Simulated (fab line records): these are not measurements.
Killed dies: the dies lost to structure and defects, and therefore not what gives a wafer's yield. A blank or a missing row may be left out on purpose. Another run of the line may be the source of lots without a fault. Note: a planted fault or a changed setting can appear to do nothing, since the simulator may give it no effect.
Which tool did it? + flow nand harc + Sampling: 24 lots, 72 wafers, 3 of 1302 route steps

== WHAT THE GAUGES SHOWED, per wafer ==
NHARC_P_M1_CD_MEAS_09: the cd target is 130 nm. Usual: cd nm 129.8 nm, standard deviation 0.49.
| lot  | measured     | on        | cd nm (nm)        | flag |
|------|--------------|-----------|-------------------|------|
| L074 | day 6 13:08  | cd sem-03 | 130.1 130.7 130.0 |      |
| L075 | day 6 19:56  | cd sem-01 | 129.3 129.8 129.6 |      |
| L076 | day 7 02:20  | cd sem-01 | 129.0 129.7 129.0 |      |
| L077 | day 7 12:44  | cd sem-01 | 130.3 130.2 130.4 |      |
| L078 | day 7 15:53  | cd sem-01 | 129.2 129.4 129.2 |      |
| L079 | day 8 10:14  | cd sem-02 | 129.6 129.2 130.0 |      |
| L080 | day 8 16:06  | cd sem-02 | 129.9 130.7 130.6 |      |
| L081 | day 9 08:06  | cd sem-03 | 128.9 129.6 130.1 |      |
| L082 | day 9 09:43  | cd sem-02 | 130.2 129.6 130.0 |      |
| L083 | day 9 22:36  | cd sem-01 | 129.7 130.3 129.3 |      |
| L084 | day 10 09:50 | cd sem-01 | 129.6 130.7 129.6 |      |
| L085 | day 11 00:59 | cd sem-01 | 129.7 129.2 129.4 |      |
| L086 | day 11 03:43 | cd sem-01 | 130.6 130.7 130.2 |      |
| L087 | day 12 04:04 | cd sem-02 | 129.6 130.2 130.1 |      |
| L089 | day 12 04:47 | cd sem-03 | 129.2 129.8 129.9 |      |
| L088 | day 12 05:23 | cd sem-02 | 128.8 129.1 129.3 |      |
| L090 | day 12 20:38 | cd sem-01 | 129.5 130.1 130.8 |      |
| L091 | day 13 03:26 | cd sem-02 | 129.3 129.4 130.1 |      |
| L092 | day 13 14:55 | cd sem-02 | 130.4 130.0 129.5 |      |
| L093 | day 14 00:24 | cd sem-01 | 129.2 129.0 130.0 |      |
| L094 | day 14 14:21 | cd sem-02 | 129.6 129.9 129.5 |      |
| L095 | day 14 21:43 | cd sem-01 | 129.9 130.1 130.2 |      |
| L096 | day 15 08:30 | cd sem-03 | 129.5 129.7 130.5 |      |
| L097 | day 15 21:06 | cd sem-03 | 129.9 129.9 129.9 |      |

NHARC_P_M2_INSPECT_11. Usual: raw defect count 5.2, standard deviation 2.7.
| lot  | measured     | on                | raw defect count | flag |
|------|--------------|-------------------|------------------|------|
| L074 | day 6 17:25  | defect inspect-01 | 3 4 9            |      |
| L075 | day 7 00:05  | defect inspect-01 | 4 3 6            |      |
| L076 | day 7 06:36  | defect inspect-01 | 10 5 8           |      |
| L077 | day 7 17:18  | defect inspect-02 | 5 7 5            |      |
| L078 | day 7 20:10  | defect inspect-02 | 4 4 6            |      |
| L079 | day 8 14:32  | defect inspect-02 | 7 4 8            |      |
| L080 | day 8 20:26  | defect inspect-02 | 2 6 5            |      |
| L081 | day 9 12:25  | defect inspect-01 | 1 5 4            |      |
| L082 | day 9 13:59  | defect inspect-01 | 2 4 2            |      |
| L083 | day 10 02:45 | defect inspect-02 | 4 3 1            |      |
| L084 | day 10 14:00 | defect inspect-02 | 5 2 2            |      |
| L085 | day 11 05:15 | defect inspect-01 | 6 5 7            |      |
| L086 | day 11 07:52 | defect inspect-02 | 2 4 9            |      |
| L087 | day 12 08:23 | defect inspect-01 | 5 3 8            |      |
| L089 | day 12 09:02 | defect inspect-02 | 5 6 5            |      |
| L088 | day 12 09:41 | defect inspect-02 | 11 6 5           |      |
| L090 | day 13 00:55 | defect inspect-02 | 8 6 4            |      |
| L091 | day 13 07:51 | defect inspect-01 | 4 2 2            |      |
| L092 | day 13 19:21 | defect inspect-01 | 11 8 14          |      |
| L093 | day 14 04:44 | defect inspect-01 | 8 6 9            |      |
| L094 | day 14 18:38 | defect inspect-01 | 6 4 5            |      |
| L095 | day 15 02:01 | defect inspect-02 | 6 3 7            |      |
| L096 | day 15 12:40 | defect inspect-02 | 6 0 2            |      |
| L097 | day 16 01:29 | defect inspect-01 | 9 5 6            |      |

== WHAT TOOL EACH LOT RAN ON (gives the tool, then ch and the chambers of the sampled wafers, and finally the start) ==
| lot  | NHARC_P_M1_DEGAS_29          |
|------|------------------------------|
| L074 | pvd sputter-01, day 6 14:20  |
| L075 | pvd sputter-02, day 6 21:08  |
| L076 | pvd sputter-02, day 7 03:32  |
| L077 | pvd sputter-02, day 7 13:58  |
| L078 | pvd sputter-02, day 7 17:05  |
| L079 | pvd sputter-01, day 8 11:26  |
| L080 | pvd sputter-01, day 8 17:22  |
| L081 | pvd sputter-02, day 9 09:19  |
| L082 | pvd sputter-01, day 9 10:56  |
| L083 | pvd sputter-03, day 9 23:50  |
| L084 | pvd sputter-02, day 10 11:02 |
| L085 | pvd sputter-01, day 11 02:13 |
| L086 | pvd sputter-02, day 11 04:55 |
| L087 | pvd sputter-01, day 12 05:16 |
| L089 | pvd sputter-03, day 12 06:05 |
| L088 | pvd sputter-02, day 12 06:37 |
| L090 | pvd sputter-03, day 12 21:50 |
| L091 | pvd sputter-03, day 13 04:45 |
| L092 | pvd sputter-01, day 13 16:13 |
| L093 | pvd sputter-01, day 14 01:40 |
| L094 | pvd sputter-02, day 14 15:42 |
| L095 | pvd sputter-03, day 14 22:56 |
| L096 | pvd sputter-01, day 15 09:43 |
| L097 | pvd sputter-02, day 15 22:34 |
- NHARC_P_M1_DEGAS_29: time 60 s.

== AS READ BY THE TOOLS THEMSELVES (means over the sampled wafers that have a number; for cases with no such wafer, the mark the record gives instead) ==
NHARC_P_M1_DEGAS_29. Usual: heater power w 318 W, standard deviation 22.
| lot  | tool           | heater power w (W) | flag |
|------|----------------|--------------------|------|
| L074 | pvd sputter-01 | 328                |      |
| L075 | pvd sputter-02 | 295                |      |
| L076 | pvd sputter-02 | 312                |      |
| L077 | pvd sputter-02 | 320                |      |
| L078 | pvd sputter-02 | 323                |      |
| L079 | pvd sputter-01 | 331                |      |
| L080 | pvd sputter-01 | 323                |      |
| L081 | pvd sputter-02 | 310                |      |
| L082 | pvd sputter-01 | 318                |      |
| L083 | pvd sputter-03 | 335                |      |
| L084 | pvd sputter-02 | 336                |      |
| L085 | pvd sputter-01 | 307                |      |
| L086 | pvd sputter-02 | 319                |      |
| L087 | pvd sputter-01 | 315                |      |
| L089 | pvd sputter-03 | 333                |      |
| L088 | pvd sputter-02 | 313                |      |
| L090 | pvd sputter-03 | 337                |      |
| L091 | pvd sputter-03 | 329                |      |
| L092 | pvd sputter-01 | 304                |      |
| L093 | pvd sputter-01 | 318                |      |
| L094 | pvd sputter-02 | 297                |      |
| L095 | pvd sputter-03 | 321                |      |
| L096 | pvd sputter-01 | 312                |      |
| L097 | pvd sputter-02 | 303                |      |

== THE ANSWER, worked out from the rows above alone ==
Rule: take the mean of a lot's wafers that have a number; if it is more than 3 standard deviations from the usual mean, the lot is off. A lot without any number at a reading at which 4 lots or more have one is off too. Where the step has rows for the other lots, those lots are counted as sound. After the gauges, taken in route order, come the tools' own readings; for these a lot's mean is taken, as printed above. At the first step where some lot is off, the reading lying furthest off is the one used; lots without a number count as furthest.
No lot is off at any reading shown: from this, nothing can be told.

== WHAT THE SIMULATOR HAD PUT IN ==
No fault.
